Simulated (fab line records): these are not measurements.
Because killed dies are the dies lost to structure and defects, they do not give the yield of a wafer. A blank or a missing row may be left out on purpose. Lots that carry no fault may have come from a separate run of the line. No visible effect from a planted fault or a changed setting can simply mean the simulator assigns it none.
Struck lot and sound lot, side by side + flow n5-finfet + 15 steps out of a route of 1938
Sound: the wafers L236.1, L236.3, L236.5. Struck: wafer L226.6 (L226.4, L226.5, from the same lot, were not struck and are left out); the cause is given at the end.
Order at every step that has rows: each side's tool, ch and its chambers, its first start. Under that, the readings that differ: sound wafers + struck wafers + difference of the means + sigmas: that difference in standard deviations of wafers without a fault.
alike: same words and numbers on both sides, and readings whose means sit less than 2 such deviations apart. not compared: any withheld reading, any reading some wafer has no value for, any bound like >300 that may hide the same value, and any number with overlapping values for which the record gives no deviation.
A row with sigmas, a row that says differs or no value, or rows on one side alone: a step with any of these is where the two part. Non-overlapping numbers with no deviation appear without sigmas and do not part them. A reading missing from all wafers of one side parts the sides only when that side holds two or more wafers.

N5_BEOL_M3_SPUTTER_90: material Cu, target thk 4.5 nm, time 8.29 s.
  sound: pvd-sputter-03 at day 13 10:12; struck: pvd-sputter-01 at day 10 17:16
  alike: susceptor-temp-C, throttle-valve-pct
N5_BEOL_M3_ANNEAL_91: time 240 s.
  sound: pvd-sputter-03 at day 13 10:17; struck: pvd-sputter-01 at day 10 17:21
  alike: heater-power-w, susceptor-temp-C
then, 1 step without rows for these wafers: N5_BEOL_M3_SPUTTER_92 (material Cu, target thk 4.5 nm, time 8.29 s).
N5_BEOL_M3_ANNEAL_93: time 240 s.
  sound: pvd-sputter-03 at day 13 10:30; struck: pvd-sputter-01 at day 10 17:34
| reading              | sound                | struck | difference | sigmas |
|----------------------|----------------------|--------|------------|--------|
| susceptor-temp-C (C) | 399.84 399.78 399.46 | 400.31 | +0.62      | +3     |
  alike: heater-power-w
N5_BEOL_M3_SPUTTER_94: material Cu, target thk 4.5 nm, time 8.29 s.
  sound: pvd-sputter-03 at day 13 10:38; struck: pvd-sputter-01 at day 10 17:43
  alike: susceptor-temp-C, throttle-valve-pct
then, 3 steps without rows for these wafers: N5_BEOL_M3_ANNEAL_95 (time 240 s); N5_BEOL_M3_SPUTTER_96 (material Cu, target thk 4.5 nm, time 8.29 s); N5_BEOL_M3_ECD_50 (material Cu, target thk 300 nm).
N5_BEOL_M3_ANNEAL_51: time 90 s.
  sound on rtp-anneal-02 ch 0, day 13 11:03; struck on rtp-anneal-02 ch 0, day 10 18:16
  alike: wafer_temp_C_max
then, 1 step without rows for these wafers: N5_BEOL_M3_CMP_52 (polishes, stops on SiOC, t overpolish 6.8 s, target thk 40 nm).
N5_BEOL_M3_THK_MEAS_53: measures by xrf.
  sound: film-metro-02 at day 13 11:39; struck: film-metro-01 at day 10 18:43
  alike: M3_THK
then, 1 step without rows for these wafers: N5_BEOL_M3_PRE_CLEAN_60 (time 15 s).
N5_BEOL_M3_CO_CAP_55: material Co, precursor CCTBA/H2, target thk 2 nm, time 102.1 s.
  sound on cvd-co-02 ch 0,1,2, day 13 12:00; struck on cvd-co-01 ch 1, day 10 18:51
| reading                                   | sound             | struck | difference | sigmas |
|-------------------------------------------|-------------------|--------|------------|--------|
| heater-power-w (W)                        | 220 254 234       | 206    | -30        | -2     |
| run-length-s (s)                          | 125.3 124.4 125.0 | 154.9  | +30.0      | +67    |
| model.Co_of_BEOL_M3_CO_CAP_55.thk-nm (nm) | 2 2.2 2.2         | 2.6    | +0.5       |        |
  alike: susceptor-temp-C
then, 1 step without rows for these wafers: N5_BEOL_M3_PRE_CLEAN_56 (time 15 s).
N5_BEOL_M4_RC_MEAS_101:
  sound on prober-01 ch 0, day 13 23:37; struck on prober-01 ch 0, day 11 05:40
  alike: DIBL_N, DIBL_P, IOFF_N, IOFF_P, ION_N, ION_P, SS_N, SS_P, VT_N, VT_P

== WHERE THEY PART ==
Last at N5_BEOL_M3_CO_CAP_55 as far as this record goes, first at N5_BEOL_M3_ANNEAL_93. Later steps at which nothing parts them and some readings are alike: N5_BEOL_M4_RC_MEAS_101.

WHY: what had been put in by the simulator
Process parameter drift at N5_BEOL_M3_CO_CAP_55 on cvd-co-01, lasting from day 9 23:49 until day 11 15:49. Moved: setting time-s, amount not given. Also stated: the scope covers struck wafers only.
